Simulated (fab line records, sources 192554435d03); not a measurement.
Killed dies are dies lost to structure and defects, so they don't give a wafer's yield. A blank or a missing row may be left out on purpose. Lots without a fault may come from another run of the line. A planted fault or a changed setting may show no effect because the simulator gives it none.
Split-lot experiment | flow n5_finfet | 7 lots, 21 wafers read, on a route of 1938 steps

THE SPLIT
At N5_BEOL_M0_TRENCH_ETCH_107 (etches SiOC in C4F6/O2, target depth 32.8 nm, time 16.4 s), the setting target_depth_a was moved away from the recipe's 328 angstrom on 9 of the 21 wafers read, by -9.1% to +10.0%. The other wafers ran this setting at the recipe's value.

FROM THE SPLIT TO THE READING: what the file shows between them, 1 step
- N5_BEOL_M0_STRIP_142: strips in N2/H2, time 10 s

THE READING
trench_depth_nm, in nm, at N5_BEOL_M0_OCD_MEAS_108. Fault-free wafers of this fab line usually give 32.8 nm, standard deviation 0.56 nm.

wafer  | tool, chamber at the split | target_depth_a as run, angstrom | against the recipe | trench_depth_nm, nm | against lot-mates on the recipe
L074.1 | rie_diel-01, 2             | 328                             | recipe             | 32.5                | -
L074.3 | rie_diel-01, 1             | 328                             | recipe             | 33.6                | -
L074.4 | rie_diel-01, 0             | 328                             | recipe             | 33.0                | -
L081.4 | rie_diel-01, 0             | 328                             | recipe             | 32.5                | -
L081.5 | rie_diel-01, 0             | 355.7                           | +8.4%              | 35.5                | +3.0
L081.6 | rie_diel-01, 1             | 355.7                           | +8.4%              | 36.5                | +4.0
L084.1 | rie_diel-04, 2             | 298.1                           | -9.1%              | 31.1                | -1.6
L084.2 | rie_diel-04, 1             | 298.1                           | -9.1%              | 30.1                | -2.6
L084.6 | rie_diel-04, 0             | 328                             | recipe             | 32.7                | -
L086.3 | rie_diel-02, 3             | 344.4                           | +5.0%              | 35.0                | +2.5
L086.4 | rie_diel-02, 2             | 344.4                           | +5.0%              | 35.0                | +2.5
L086.5 | rie_diel-02, 0             | 328                             | recipe             | 32.5                | -
L089.2 | rie_diel-04, 2             | 360.9                           | +10.0%             | 37.2                | +4.7
L089.3 | rie_diel-04, 1             | 328                             | recipe             | 32.5                | -
L089.6 | rie_diel-04, 3             | 360.9                           | +10.0%             | 36.4                | +3.9
L090.2 | rie_diel-02, 0             | 328                             | recipe             | 31.6                | -
L090.3 | rie_diel-02, 2             | 328                             | recipe             | 33.4                | -
L090.5 | rie_diel-02, 3             | 328                             | recipe             | 32.9                | -
L091.3 | rie_diel-04, 1             | 346.9                           | +5.8%              | 34.3                | +2.0
L091.4 | rie_diel-04, 0             | 328                             | recipe             | 32.1                | -
L091.6 | rie_diel-04, 1             | 328                             | recipe             | 32.5                | -

THE FIT
A straight line over all 21 wafers: trench_depth_nm changes by +0.339 nm for each +1% of target_depth_a; r = +0.94; the points scatter about the line by 0.64 nm.
The same after taking each lot's own level away (the mean of its wafers on the recipe; 21 wafers): +0.354 nm for each +1%; r = +0.95; scatter 0.61 nm.
On that fit, the largest move of target_depth_a shifts the reading by 3.6 nm.
The lots' own levels span 32.30 to 33.03 nm, that is 1.3 times the standard deviation above.
So the lot-to-lot level changes the slope little: the two slopes agree.
Check: with one of the wafers moved furthest among these (+10.0%) left out of the fit, the line predicts +3.66 nm for it against its lot-mates. It came out at +4.7 nm against them.

OTHER SPLITS ON THESE WAFERS
These wafers also went through other splits before the reading. Each is held against what the fit with the lots' levels taken away leaves over:
other split on the same wafers   | wafers away from the commonest value | r with trench_depth_nm (lot level and that fit taken away)
N5_BEOL_M0_CUTY_DESCUM_61 time_s | 6                                    | +0.11

THE WHOLE CHAIN: every reading that the file lists as answering this split, in the file's order
step                       | what it does                                              | reading                                                                   | change (the file's fit)               | r (the file's)
N5_BEOL_M0_TRENCH_ETCH_107 | etches SiOC in C4F6/O2, target depth 32.8 nm, time 16.4 s | BEOL_M0.feature_depth_nm (the simulator's own value, which no gauge read) | +0.361 nm for each +1% of the setting | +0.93
N5_BEOL_M0_OCD_MEAS_108    |                                                           | trench_depth_nm                                                           | +0.367 nm for each +1% of the setting | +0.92

THE FILE'S OWN FIT
trench_depth_nm changes by +0.367 nm for each +1% of target_depth_a, r = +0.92.
